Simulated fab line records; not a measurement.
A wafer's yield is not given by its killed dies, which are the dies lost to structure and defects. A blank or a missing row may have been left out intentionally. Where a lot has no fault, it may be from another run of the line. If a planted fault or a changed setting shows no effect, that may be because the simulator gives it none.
Matching of chambers    flow n5 finfet    ald metal-02 running N5_BEOL_M3_ALD_84: 4 sister chambers
The step deposits TaN, pulse time 2 s, purge time 3 s, co reactant purge time 2 s. 4 wafers are shown with their chamber, then 7 later ones without.

## EACH WAFER AND ITS CHAMBER
wafer   chamber  heater power w (W)
L088.3  2        357
L088.6  1        393
L093.1  0        451
L093.3  3        360

## WAFERS MISSING THEIR CHAMBER
wafer   heater power w (W)
L093.5  358
L096.1  349
L096.3  412
L096.4  455
L097.1  449
L097.3  369
L097.6  429

## WHICH CHAMBER EACH WENT THROUGH
wafer   from the rows above           in truth
L093.5  can't be placed: 2 or 3       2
L096.1  can't be placed: 2 or 3       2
L096.3  can't be placed: 1 or 0       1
L096.4  0                             0
L097.1  0                             0
L097.3  can't be placed: 3 or 2 or 1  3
L097.6  can't be placed: 0 or 1       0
Placed correctly: 2 of 7. Can't be placed from these rows: 5 (the true chamber is among the candidates in 5). Number placed wrongly: 0.
How it was worked out, from the rows above alone: a wafer's distance from a chamber is the root of the sum, over the readings, of the square of ((its reading less the chamber's mean) divided by the reading's scatter). The wafer belongs to the nearest chamber; if the next one is less than 2 further off, it can't be placed. A chamber's mean is the mean of its shown wafers. The scatter (one wafer shown for each chamber): square how far every hidden wafer sits from the nearest shown wafer, average those squares and take the square root.
